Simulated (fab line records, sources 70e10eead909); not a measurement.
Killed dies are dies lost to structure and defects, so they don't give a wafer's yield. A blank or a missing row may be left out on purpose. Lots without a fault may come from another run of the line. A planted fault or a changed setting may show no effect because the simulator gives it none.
Which tool did it? | flow nand_harc | 13 lots, 39 wafers sampled, at 5 steps of a route of 1302

WHAT THE GAUGES READ, wafer by wafer
NHARC_A_SOURCE_PLATE_THK_MEAS_09: measures by ellipsometry.
lot  | measured     | on            | thk_nm (nm)
L544 | day 7 04:41  | film_metro-01 | 10.6 10.8 10.6
L545 | day 7 12:33  | film_metro-01 | 9.0 11.6 9.4
L546 | day 8 02:34  | film_metro-02 | 10.5 11.5 9.0
L551 | day 9 17:55  | film_metro-02 | 11.1 10.3 9.6
L553 | day 10 20:10 | film_metro-01 | 10.6 9.5 11.2
L554 | day 11 14:56 | film_metro-02 | 11.3 9.9 10.1
L557 | day 12 10:55 | film_metro-01 | 8.8 9.3 9.7
L559 | day 13 06:47 | film_metro-02 | 9.2 10.7 9.7
L558 | day 13 06:47 | film_metro-01 | 11.4 11.6 10.4
L560 | day 14 01:26 | film_metro-02 | 11.0 9.6 10.7
L561 | day 14 08:04 | film_metro-01 | 10.5 8.9 11.0
L563 | day 14 23:43 | film_metro-02 | 9.3 9.8 10.9
L567 | day 17 01:44 | film_metro-01 | 8.2 10.3 10.4

NHARC_A_ONON_D1_THK_MEAS_05: measures by ellipsometry.
lot  | measured     | on            | thk_nm (nm)
L544 | day 7 18:31  | film_metro-01 | 979 980 981
L545 | day 8 02:17  | film_metro-02 | 1004 1005 1006
L546 | day 8 17:17  | film_metro-01 | 1011 1009 1010
L551 | day 10 08:05 | film_metro-01 | 986 987 991
L553 | day 11 12:25 | film_metro-02 | 1001 999 1001
L554 | day 12 05:06 | film_metro-02 | 1003 1003 1000
L557 | day 13 00:55 | film_metro-01 | 1013 1013 1013
L559 | day 13 20:29 | film_metro-01 | 1011 1009 1012
L558 | day 13 20:29 | film_metro-02 | 1003 1001 1003
L560 | day 14 15:13 | film_metro-02 | 997 997 999
L561 | day 14 22:25 | film_metro-02 | 1015 1015 1013
L563 | day 15 13:29 | film_metro-01 | 1003 1002 1003
L567 | day 17 17:08 | film_metro-01 | 1005 1006 1006

NHARC_END_SORT_01.
lot  | measured     | on        | killed_at_array | killed_at_other | killed_at_periphery | killed_dies | killed_open | killed_short
L553 | day 28 04:25 | prober-02 | 669 665 671     | 1 0 0           | 7 12 6              | 677 677 677 | 4 4 3       | 3 1 0
L554 | day 28 05:55 | prober-01 | 672 671 673     | 2 3 1           | 3 3 3               | 677 677 677 | 2 5 2       | 1 6 2

WHICH TOOL RAN EACH LOT (tool, then ch and the chambers of the sampled wafers, then the start)
lot  | NHARC_A_ONON_D1_DEP_06           | NHARC_A_ONON_D1_DEP_33
L544 | pecvd_onon-01 ch 0, day 7 18:38  | pecvd-03 ch 0,1,2, day 8 07:28
L545 | pecvd_onon-04 ch 0, day 8 02:20  | pecvd-03 ch 0,1,2, day 8 15:17
L546 | pecvd_onon-03 ch 0, day 8 17:24  | pecvd-02 ch 0,1, day 9 05:33
L551 | pecvd_onon-01 ch 0, day 10 08:08 | pecvd-01 ch 0,1,2, day 10 19:55
L553 | pecvd_onon-04, day 11 12:32      | pecvd-03 ch 0,1,2, day 12 00:17
L554 | pecvd_onon-01, day 12 05:10      | pecvd-01 ch 0,1,2, day 12 17:03
L557 | pecvd_onon-01 ch 0, day 13 01:02 | pecvd-03 ch 0,1, day 13 12:54
L559 | pecvd_onon-04 ch 0, day 13 20:37 | pecvd-02 ch 0,1, day 14 08:23
L558 | pecvd_onon-03 ch 0, day 13 20:36 | pecvd-03 ch 0,2, day 14 08:19
L560 | pecvd_onon-01 ch 0, day 14 15:16 | pecvd-02 ch 0,2, day 15 02:56
L561 | pecvd_onon-01 ch 0, day 14 22:29 | pecvd-01 ch 0,1,2, day 15 10:52
L563 | pecvd_onon-04 ch 0, day 15 13:40 | pecvd-02 ch 1,2, day 16 01:23
L567 | pecvd_onon-01 ch 0, day 17 17:19 | pecvd-01 ch 0,2, day 18 05:04
- NHARC_A_ONON_D1_DEP_06: target thk 1000 nm.
- NHARC_A_ONON_D1_DEP_33: deposits SiO2, target thk 200 nm.

WHAT THE TOOLS THEMSELVES READ (means of the sampled wafers that have a number; where no wafer has one, the mark that the record gives instead)
NHARC_A_ONON_D1_DEP_06.
lot  | tool          | n2_flow_sccm (sccm) | n2o_flow_sccm (sccm)
L544 | pecvd_onon-01 | 2739                | 1996
L545 | pecvd_onon-04 | 2750                | 2003
L546 | pecvd_onon-03 | 2764                | 2005
L551 | pecvd_onon-01 | 2763                | 1997
L553 | pecvd_onon-04 | -                   | -
L554 | pecvd_onon-01 | -                   | -
L557 | pecvd_onon-01 | 2746                | 1993
L559 | pecvd_onon-04 | 2746                | 1991
L558 | pecvd_onon-03 | 2747                | 1998
L560 | pecvd_onon-01 | 2758                | 2002
L561 | pecvd_onon-01 | 2746                | 2000
L563 | pecvd_onon-04 | 2754                | 1996
L567 | pecvd_onon-01 | 2744                | 1997

NHARC_A_ONON_D1_DEP_33.
lot  | tool     | chamber_pressure_Torr (Torr) | flow_sccm (sccm) | heater_power_w (W) | throttle_valve_pct (%)
L544 | pecvd-03 | 6.509                        | 2656             | 600                | 15.6
L545 | pecvd-03 | 6.514                        | 2655             | 558                | 15.8
L546 | pecvd-02 | 6.500                        | 2652             | 577                | 15.7
L551 | pecvd-01 | 6.511                        | 2657             | 553                | 15.8
L553 | pecvd-03 | 6.501                        | 2652             | 534                | 15.6
L554 | pecvd-01 | 6.491                        | 2651             | 534                | 15.7
L557 | pecvd-03 | 6.505                        | 2651             | 507                | 15.7
L559 | pecvd-02 | 6.498                        | 2646             | 553                | 15.5
L558 | pecvd-03 | 6.496                        | 2655             | 563                | 15.9
L560 | pecvd-02 | 6.489                        | 2654             | 469                | 15.6
L561 | pecvd-01 | 6.499                        | 2654             | 571                | 15.5
L563 | pecvd-02 | 6.506                        | 2655             | 488                | 15.9
L567 | pecvd-01 | 6.499                        | 2656             | 371                | 15.6

THE ANSWER, worked out from the rows above alone
Rule: what is usual is taken from the lots themselves. Put in order of their means at a reading, lots are off if they are a third of the lots or fewer, leave a main group of 4 or more, and stand apart from it by a gap of 3 or more times the standard deviation of the main group's means; of several such gaps the widest counts. A main group whose means are all the same, to the digits that the tables above print for the reading, isn't used. A lot without any number at a reading at which 4 lots or more have one is off too. The other lots that the step has rows for count as sound. The gauges are gone through in route order, then the tools' own readings, and for those a lot's mean is taken as printed above. The first step at which some lot is off is used, and at that step the reading that is off furthest; a lot without a number counts as furthest.
Off: L553, L554, at NHARC_A_ONON_D1_DEP_06 (n2_flow_sccm). Without a number there: L553, L554. The main group: mean 2751 sccm, standard deviation 7.7.
A tool fits if, at that step or a process step before it, it ran every lot that is off, and no sound lot after the first of them. None of those tried fits.

WHAT THE SIMULATOR HAD PUT IN
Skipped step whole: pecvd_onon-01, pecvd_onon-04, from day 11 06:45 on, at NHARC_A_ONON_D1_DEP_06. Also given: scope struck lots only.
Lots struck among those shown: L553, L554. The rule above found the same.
